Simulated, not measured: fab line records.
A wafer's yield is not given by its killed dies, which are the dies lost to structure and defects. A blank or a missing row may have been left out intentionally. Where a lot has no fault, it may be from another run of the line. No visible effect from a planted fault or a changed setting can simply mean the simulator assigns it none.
Struck lot and sound lot, side by side || flow nand harc || 14 out of 1159 route steps
Sound: the wafers L423.2, L423.4, L423.5. Struck: wafers L435.5, L435.6 (left out: L435.4, a lot-mate that was not struck); the cause follows at the end.
For every step that has rows: the tool of each side, followed by ch and its chambers, followed by its first start. Under that, the readings that differ: sound wafers || struck wafers || difference of the means || sigmas: that difference in standard deviations of wafers without a fault.
alike: words and numbers the same on both sides, and readings whose means are apart by under 2 such deviations; not compared: readings that were withheld, readings missing a value for some wafer, numbers with overlapping values and no deviation given by the record, and bounds like >300 which may hide the same value.
A row with sigmas, a row that says differs or no value, or rows on one side alone: a step with any of these is where the two part. When numbers do not overlap yet have no deviation, they are printed without sigmas and do not part them. A reading missing from all wafers of one side parts the sides only when that side holds two or more wafers.

NHARC_A_STAIRCASE_TRIM_187: chemistry O2, time 211.2 s.
  sound on rie diel-02 ch 1,2, day 11 05:31; struck on rie diel-05 ch 1,2, day 14 09:13
  alike: drypump motor current A, mfc ar sccm, oes product au, rf vpp V, showerhead plenum p Torr, throttle valve pct
  not compared: rf hours counter h
then, 6 steps without rows for these wafers: NHARC_A_STAIRCASE_ETCH_188 (etches the open film in C4F8/O2, target depth 100 nm, time 40.5 s); NHARC_A_STAIRCASE_TRIM_189 (chemistry O2, time 211.2 s); NHARC_A_STAIRCASE_ETCH_190 (etches the open film in C4F8/O2, target depth 100 nm, time 40.5 s); NHARC_A_STAIRCASE_TRIM_191 (chemistry O2, time 211.2 s); NHARC_A_STAIRCASE_ETCH_192 (etches the open film in C4F8/O2, target depth 100 nm, time 40.5 s); NHARC_A_STAIRCASE_TRIM_193 (chemistry O2, time 211.2 s).
NHARC_A_STAIRCASE_ETCH_194: etches the open film in C4F8/O2, target depth 100 nm, time 40.5 s.
  sound on rie diel-02 ch 0,2; struck on rie diel-05 ch 0,1
{"reading": "rf fwd power W (W)", "sound": "594.4 593.6 596.0", "struck": "587.0 590.4", "difference": -6.0, "sigmas": -2}
  alike: oes product au, rf vpp V
  not compared: rf hours counter h
NHARC_A_STAIRCASE_TRIM_196: chemistry O2, time 211.2 s.
  sound on rie diel-05 ch 0,2,3, day 11 06:34; struck on rie diel-02 ch 1,2, day 14 14:36
  alike: drypump motor current A, mfc ar sccm, oes product au, rf vpp V, showerhead plenum p Torr, throttle valve pct
  not compared: rf hours counter h
NHARC_A_STAIRCASE_ETCH_197: etches the open film in C4F8/O2, target depth 100 nm, time 40.5 s.
  sound on rie diel-05 ch 0,3; struck on rie diel-02 ch 1,2
{"reading": "oes product au (a.u.)", "sound": "0.911 0.919 0.920", "struck": "0.967 0.946", "difference": "+0.040", "sigmas": "+2"}
  alike: rf fwd power W, rf vpp V
  not compared: rf hours counter h
then, 1 step without rows for these wafers: NHARC_A_STAIRCASE_TRIM_198 (chemistry O2, time 211.2 s).
NHARC_A_STAIRCASE_ETCH_199: etches the open film in C4F8/O2, target depth 100 nm, time 40.5 s.
  sound on rie diel-05 ch 2,3, day 11 06:59; struck on rie diel-02 ch 0,3, day 14 15:02
{"reading": "oes product au (a.u.)", "sound": "0.932 0.938 0.924", "struck": "1.106 1.119", "difference": "+0.181", "sigmas": "+13"}
  alike: rf fwd power W, rf vpp V
  not compared: rf hours counter h
NHARC_A_STAIRCASE_TRIM_200: chemistry O2, time 211.2 s.
  sound on rie diel-05 ch 0,1,2; struck on rie diel-02 ch 1,2
  alike: drypump motor current A, mfc ar sccm, oes product au, rf vpp V, showerhead plenum p Torr, throttle valve pct
  not compared: rf hours counter h
-- record jumps: 9 days between struck wafers' starts before vs after; left off in module A_STAIRCASE, resumes in module END, first step shown is number 1159 of the route --
NHARC_END_SORT_01:
  only the struck wafers appear in the record here, on prober-02 ch 0 at day 23 14:01; the sound ones have no rows

## WHERE THEY PART
At NHARC_A_STAIRCASE_ETCH_194 first; at NHARC_END_SORT_01 last (within this record only).

WHY: whatever the simulator had introduced
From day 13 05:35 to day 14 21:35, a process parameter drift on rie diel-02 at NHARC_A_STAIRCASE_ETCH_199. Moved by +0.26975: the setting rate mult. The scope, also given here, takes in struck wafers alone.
